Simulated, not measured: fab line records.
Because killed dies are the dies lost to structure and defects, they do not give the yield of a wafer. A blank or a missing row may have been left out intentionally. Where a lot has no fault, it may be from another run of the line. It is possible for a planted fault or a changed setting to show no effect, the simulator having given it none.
Chamber matching || flow n5-finfet || 4 sister chambers for N5_HKMG_FIN_CMP_23 on cmp-02
The step polishes, stops on SiNx, t overpolish 10 s, target thk 46.326 nm. 20 wafers are shown with their chamber, then 10 later ones without.

## EACH WAFER AND ITS CHAMBER
{"wafer": "L075.2", "chamber": 3, "motor-current-A (A)": 11.9, "time-to-endpoint-s (s)": 14, "overpolish-run-s (s)": 9.98}
{"wafer": "L075.5", "chamber": 0, "motor-current-A (A)": 10.2, "time-to-endpoint-s (s)": 15, "overpolish-run-s (s)": 10.01}
{"wafer": "L075.6", "chamber": 1, "motor-current-A (A)": 14.6, "time-to-endpoint-s (s)": 12, "overpolish-run-s (s)": 10.00}
{"wafer": "L078.3", "chamber": 3, "motor-current-A (A)": 12.5, "time-to-endpoint-s (s)": 13, "overpolish-run-s (s)": 10.00}
{"wafer": "L078.4", "chamber": 0, "motor-current-A (A)": 10.6, "time-to-endpoint-s (s)": 15, "overpolish-run-s (s)": 9.99}
{"wafer": "L078.6", "chamber": 0, "motor-current-A (A)": 10.4, "time-to-endpoint-s (s)": 15, "overpolish-run-s (s)": 9.99}
{"wafer": "L082.2", "chamber": 3, "motor-current-A (A)": 12.9, "time-to-endpoint-s (s)": 13, "overpolish-run-s (s)": 9.99}
{"wafer": "L082.3", "chamber": 2, "motor-current-A (A)": 9.5, "time-to-endpoint-s (s)": 12, "overpolish-run-s (s)": 10.01}
{"wafer": "L082.6", "chamber": 0, "motor-current-A (A)": 11.3, "time-to-endpoint-s (s)": 13, "overpolish-run-s (s)": 10.01}
{"wafer": "L086.2", "chamber": 1, "motor-current-A (A)": 14.3, "time-to-endpoint-s (s)": 11, "overpolish-run-s (s)": 9.97}
{"wafer": "L086.4", "chamber": 3, "motor-current-A (A)": 12.7, "time-to-endpoint-s (s)": 7, "overpolish-run-s (s)": 10.01}
{"wafer": "L086.6", "chamber": 0, "motor-current-A (A)": 10.9, "time-to-endpoint-s (s)": 13, "overpolish-run-s (s)": 10.00}
{"wafer": "L090.2", "chamber": 0, "motor-current-A (A)": 11.4, "time-to-endpoint-s (s)": 12, "overpolish-run-s (s)": 10.01}
{"wafer": "L090.3", "chamber": 3, "motor-current-A (A)": 12.1, "time-to-endpoint-s (s)": 13, "overpolish-run-s (s)": 10.00}
{"wafer": "L090.5", "chamber": 2, "motor-current-A (A)": 9.4, "time-to-endpoint-s (s)": 12, "overpolish-run-s (s)": 9.99}
{"wafer": "L091.3", "chamber": 1, "motor-current-A (A)": 14.5, "time-to-endpoint-s (s)": 17, "overpolish-run-s (s)": 10.00}
{"wafer": "L091.4", "chamber": 2, "motor-current-A (A)": 9.0, "time-to-endpoint-s (s)": 13, "overpolish-run-s (s)": 9.99}
{"wafer": "L091.6", "chamber": 1, "motor-current-A (A)": 13.3, "time-to-endpoint-s (s)": 17, "overpolish-run-s (s)": 10.00}
{"wafer": "L093.1", "chamber": 2, "motor-current-A (A)": 9.5, "time-to-endpoint-s (s)": 8, "overpolish-run-s (s)": 10.01}
{"wafer": "L093.4", "chamber": 0, "motor-current-A (A)": 10.5, "time-to-endpoint-s (s)": 12, "overpolish-run-s (s)": 9.98}

SIGNATURES (averages over the wafers above)
{"reading": "motor-current-A", "chamber 0": 10.757, "chamber 1": 14.175, "chamber 2": 9.350, "chamber 3": 12.420, "scatter within a chamber": 0.446}
{"reading": "time-to-endpoint-s", "chamber 0": 13.57, "chamber 1": 14.25, "chamber 2": 11.25, "chamber 3": 12.00, "scatter within a chamber": 2.36}
{"reading": "overpolish-run-s", "chamber 0": 9.9986, "chamber 1": 9.9925, "chamber 2": 10.0000, "chamber 3": 9.9960, "scatter within a chamber": 0.0125}
Rule: distance of a wafer from a chamber = root of the sum over the readings of ((wafer's reading minus chamber's mean) / reading's scatter) squared. The wafer belongs to the nearest chamber; if the next one is less than 2 further off, it can't be placed. The scatter: the root of (the sum of the squares of (reading less its chamber's mean) over the shown wafers, divided by (wafers less chambers)).

## WAFERS MISSING THEIR CHAMBER
{"wafer": "L093.6", "motor-current-A (A)": 13.9, "time-to-endpoint-s (s)": 14, "overpolish-run-s (s)": 9.99}
{"wafer": "L094.1", "motor-current-A (A)": 8.9, "time-to-endpoint-s (s)": 9, "overpolish-run-s (s)": 10.01}
{"wafer": "L094.2", "motor-current-A (A)": 12.3, "time-to-endpoint-s (s)": 12, "overpolish-run-s (s)": 10.01}
{"wafer": "L094.3", "motor-current-A (A)": 14.0, "time-to-endpoint-s (s)": 13, "overpolish-run-s (s)": 10.00}
{"wafer": "L096.2", "motor-current-A (A)": 9.3, "time-to-endpoint-s (s)": 9, "overpolish-run-s (s)": 10.01}
{"wafer": "L096.3", "motor-current-A (A)": 10.7, "time-to-endpoint-s (s)": 12, "overpolish-run-s (s)": 10.00}
{"wafer": "L096.5", "motor-current-A (A)": 13.9, "time-to-endpoint-s (s)": 12, "overpolish-run-s (s)": 9.99}
{"wafer": "L097.2", "motor-current-A (A)": 11.2, "time-to-endpoint-s (s)": 10, "overpolish-run-s (s)": 10.00}
{"wafer": "L097.4", "motor-current-A (A)": 12.7, "time-to-endpoint-s (s)": 9, "overpolish-run-s (s)": 10.00}
{"wafer": "L097.5", "motor-current-A (A)": 14.4, "time-to-endpoint-s (s)": 13, "overpolish-run-s (s)": 9.99}

## EACH ONE'S CHAMBER
{"wafer": "L093.6", "from the rows above": 1, "in truth": 1}
{"wafer": "L094.1", "from the rows above": 2, "in truth": 2}
{"wafer": "L094.2", "from the rows above": 3, "in truth": 3}
{"wafer": "L094.3", "from the rows above": 1, "in truth": 1}
{"wafer": "L096.2", "from the rows above": 2, "in truth": 2}
{"wafer": "L096.3", "from the rows above": 0, "in truth": 0}
{"wafer": "L096.5", "from the rows above": 1, "in truth": 1}
{"wafer": "L097.2", "from the rows above": "can't be placed: 0 or 3", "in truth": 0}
{"wafer": "L097.4", "from the rows above": 3, "in truth": 3}
{"wafer": "L097.5", "from the rows above": 1, "in truth": 1}
9 of 10 placed correctly. From these rows, 1 cannot be placed; in 1 the true chamber is one of the candidates. Wrongly placed: 0.
